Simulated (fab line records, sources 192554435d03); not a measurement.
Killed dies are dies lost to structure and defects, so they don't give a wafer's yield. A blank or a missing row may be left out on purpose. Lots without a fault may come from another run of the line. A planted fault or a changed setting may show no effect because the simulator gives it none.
Split-lot experiment | flow n5_finfet | 7 lots, 21 wafers read, on a route of 1938 steps

THE SPLIT
At N5_BEOL_M2_COAT_22 (resist thk 30 nm), the setting spin_rpm was moved away from the recipe's 1500 rpm on 9 of the 21 wafers read, by -10.5% to +7.2%. The other wafers ran this setting at the recipe's value.

FROM THE SPLIT TO THE READING: what the file shows between them, 6 steps
- N5_BEOL_M2_EBR_24
- N5_BEOL_M2_SOFTBAKE_23: time 60 s
- N5_BEOL_M2_EXPOSE_25: exposes mask V1, defocus 5 nm
- N5_BEOL_M2_PEB_26: peb time 60 s
- N5_BEOL_M2_DEVELOP_27: develop time 30 s
- N5_BEOL_M2_DESCUM_33: chemistry O2, time 7 s

THE READING
CAR-EUV_of_BEOL_M2_COAT_22.thk_nm (the simulator's own value, which no gauge read), in nm, at N5_BEOL_M2_ETCH_77 (etches underlayer in N2/H2, target depth 6.5 nm, time 5.2 s). The file gives no usual value for it. The 12 wafers here that ran the recipe average 20.4 nm, standard deviation 0.16 nm.

wafer  | tool, chamber at the split | spin_rpm as run, rpm | against the recipe | CAR-EUV_of_BEOL_M2_COAT_22.thk_nm, nm | against lot-mates on the recipe
L077.4 | litho_track-03, 0          | 1608                 | +7.2%              | 19.2                                  | -1.0
L077.5 | litho_track-03, 0          | 1500                 | recipe             | 20.2                                  | -
L077.6 | litho_track-03, 0          | 1500                 | recipe             | 20.2                                  | -
L082.2 | litho_track-03, 0          | 1500                 | recipe             | 20.4                                  | -
L082.5 | litho_track-03, 0          | 1500                 | recipe             | 20.6                                  | -
L082.6 | litho_track-03, 0          | 1500                 | recipe             | 20.6                                  | -
L085.3 | litho_track-05, 0          | 1500                 | recipe             | 20.4                                  | -
L085.4 | litho_track-05, 0          | 1431                 | -4.6%              | 21                                    | +0.6
L085.5 | litho_track-05, 0          | 1431                 | -4.6%              | 21.2                                  | +0.8
L087.3 | litho_track-03, 0          | 1386                 | -7.6%              | 21.8                                  | +1.2
L087.4 | litho_track-03, 0          | 1500                 | recipe             | 20.6                                  | -
L087.6 | litho_track-03, 0          | 1500                 | recipe             | 20.6                                  | -
L091.1 | litho_track-02, 0          | 1558                 | +3.9%              | 19.8                                  | -0.4
L091.3 | litho_track-02, 0          | 1558                 | +3.9%              | 19.8                                  | -0.4
L091.2 | litho_track-02, 0          | 1500                 | recipe             | 20.2                                  | -
L092.1 | litho_track-05, 0          | 1343                 | -10.5%             | 22                                    | no lot-mate on the recipe
L092.3 | litho_track-05, 0          | 1343                 | -10.5%             | 22.2                                  | no lot-mate on the recipe
L092.5 | litho_track-05, 0          | 1343                 | -10.5%             | 22.2                                  | no lot-mate on the recipe
L095.1 | litho_track-05, 0          | 1500                 | recipe             | 20.4                                  | -
L095.5 | litho_track-05, 0          | 1500                 | recipe             | 20.4                                  | -
L095.2 | litho_track-05, 0          | 1500                 | recipe             | 20.2                                  | -

THE FIT
A straight line over all 21 wafers: CAR-EUV_of_BEOL_M2_COAT_22.thk_nm changes by -0.166 nm for each +1% of spin_rpm; r = -0.98; the points scatter about the line by 0.14 nm.
The same after taking each lot's own level away (the mean of its wafers on the recipe; 18 wafers): -0.142 nm for each +1%; r = -0.98; scatter 0.087 nm.
On that fit, the largest move of spin_rpm shifts the reading by 1.5 nm.
The lots' own levels span 20.20 to 20.60 nm, that is 2.4 times the standard deviation above.
So the lot-to-lot level changes the slope: the two fits differ.
Check: with one of the wafers moved furthest among these (-7.6%) left out of the fit, the line predicts +1.06 nm for it against its lot-mates. It came out at +1.2 nm against them.

OTHER SPLITS ON THESE WAFERS
These wafers also went through other splits before the reading. Each is held against what the fit with the lots' levels taken away leaves over:
other split on the same wafers     | wafers away from the commonest value | r with CAR-EUV_of_BEOL_M2_COAT_22.thk_nm (lot level and that fit taken away)
N5_BEOL_M0_SAQP_COAT_105 spin_rpm  | 8                                    | -0.18
N5_BEOL_M0_ETCH_109 bias_w         | 10                                   | +0.02
N5_BEOL_M1_TRENCH_ETCH_37 source_w | 7                                    | +0.14
N5_BEOL_M2_COAT_67 spin_rpm        | 8                                    | -0.20

THE WHOLE CHAIN: every reading that the file lists as answering this split, in the file's order
step                  | what it does                                                | reading                                                                            | change (the file's fit)               | r (the file's)
N5_BEOL_M2_COAT_22    | resist thk 30 nm                                            | CAR-EUV_of_BEOL_M2_COAT_22.thk_nm (the simulator's own value, which no gauge read) | -0.15 nm for each +1% of the setting  | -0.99
N5_BEOL_M2_DEVELOP_27 | develop time 30 s                                           | CAR-EUV_of_BEOL_M2_COAT_22.thk_nm (the simulator's own value, which no gauge read) | -0.157 nm for each +1% of the setting | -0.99
N5_BEOL_M2_ETCH_77    | etches underlayer in N2/H2, target depth 6.5 nm, time 5.2 s | CAR-EUV_of_BEOL_M2_COAT_22.thk_nm (the simulator's own value, which no gauge read) | -0.145 nm for each +1% of the setting | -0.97

THE FILE'S OWN FIT
CAR-EUV_of_BEOL_M2_COAT_22.thk_nm changes by -0.145 nm for each +1% of spin_rpm, r = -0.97.
